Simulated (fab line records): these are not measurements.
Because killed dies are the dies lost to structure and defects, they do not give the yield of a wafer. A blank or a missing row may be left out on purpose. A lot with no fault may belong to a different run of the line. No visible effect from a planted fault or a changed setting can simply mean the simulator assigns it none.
3 desks, one fault    flow n5 finfet    what lay behind the numbers comes last; until then each desk has only its own

## FOR THE TOOL OWNER'S DESK: ald metal-01
The tool's own readings at N5_HKMG_FIN_PWFM_ALD_03 (deposits TiN, target thk 2 nm, pulse time 1 s, purge time 3 s): means of the sampled wafers that have a number, for each lot that ran on this tool. If a lot's mean is further than 4 standard deviations from the usual mean, the lot is out of limits and carries the mark OUT (the distance appears in the brackets).
Columns: A = heater power w at N5_HKMG_FIN_PWFM_ALD_03, usual 906 W; B = precursor pulse height rel at N5_HKMG_FIN_PWFM_ALD_03, usual 1.001
lot   first seen here  A    B
L663  day 4 08:59      910  1.012
L664  day 4 13:23      900  1.018
L668  day 5 15:32      934  0.996
L672  day 6 19:26      939  0.998
L685  day 9 20:37      960  1.016
Finding of this desk: none of the 5 lots has anything out of limits.

## AT THE METROLOGY DESK
What the gauges read, lot by lot, whatever tool the lot ran on: means of the sampled wafers that have a number. If a lot's mean is further than 4 standard deviations from the usual mean, the lot is out of limits and carries the mark OUT (the distance appears in the brackets). It has 10 readings; the 7 that lie furthest out on some lot are the ones shown.
Columns: A = DIBL_N at N5_BEOL_M4_RC_MEAS_101, usual 36.9 mV/V; B = DIBL_P at N5_BEOL_M4_RC_MEAS_101, usual 37.1 mV/V; C = IOFF_N at N5_BEOL_M4_RC_MEAS_101, usual 0.17 nA/um; D = IOFF_P at N5_BEOL_M4_RC_MEAS_101, usual 0.23 nA/um; E = ION_N at N5_BEOL_M4_RC_MEAS_101, usual 673 uA/um; F = ION_P at N5_BEOL_M4_RC_MEAS_101, usual 462 uA/um; G = VT_N at N5_BEOL_M4_RC_MEAS_101, usual 250 mV
lot   first seen here  A     B     C     D     E    F    G
L663  day 8 09:50      35.1  36.4  0.15  0.22  677  466  251
L665  day 8 12:47      35.0  34.5  0.14  0.18  670  457  251
L664  day 8 13:13      40.1  42.5  0.26  0.32  692  468  243
L668  day 9 06:20      37.7  37.7  0.18  0.24  670  460  250
L672  day 10 14:08     35.0  35.1  0.14  0.21  662  463  253
L674  day 11 02:46     36.8  38.5  0.19  0.25  672  462  252
L677  day 11 19:59     38.4  38.5  0.18  0.21  676  462  250
L679  day 12 03:23     38.5  39.3  0.21  0.26  688  469  247
L683  day 13 11:34     34.5  34.0  0.15  0.21  658  459  250
L684  day 13 14:06     36.0  35.0  0.16  0.20  682  464  249
L685  day 13 14:38     36.9  38.8  0.21  0.28  699  479  244
Finding of this desk: none of the 11 lots has anything out of limits.

## THE DEFECT DESK
For each lot, the counts of the inspections along the route, averaged over the sampled wafers that have a number. If a lot's mean is further than 4 standard deviations from the usual mean, the lot is out of limits and carries the mark OUT (the distance appears in the brackets).
Columns: A = raw defect count at N5_HKMG_FIN_INSPECT_14, usual 2.2
lot   first seen here  A
L663  day 4 09:53      1.3
L664  day 4 14:17      1.0
L665  day 4 21:52      2.3
L668  day 5 16:25      2.3
L672  day 6 20:12      2.0
L674  day 7 10:58      1.0
L677  day 7 22:40      2.0
L679  day 8 10:46      1.7
L683  day 9 11:15      1.7
L684  day 9 15:08      1.3
L685  day 9 21:31      1.5
Finding of this desk: none of the 11 lots has anything out of limits.

## BROUGHT TOGETHER
Nothing out of limits was seen by the tool owner's desk.
Nothing out of limits was seen by the metrology desk.
Nothing the defect desk looked at was out of limits.

## WHAT THE SIMULATOR PUT IN
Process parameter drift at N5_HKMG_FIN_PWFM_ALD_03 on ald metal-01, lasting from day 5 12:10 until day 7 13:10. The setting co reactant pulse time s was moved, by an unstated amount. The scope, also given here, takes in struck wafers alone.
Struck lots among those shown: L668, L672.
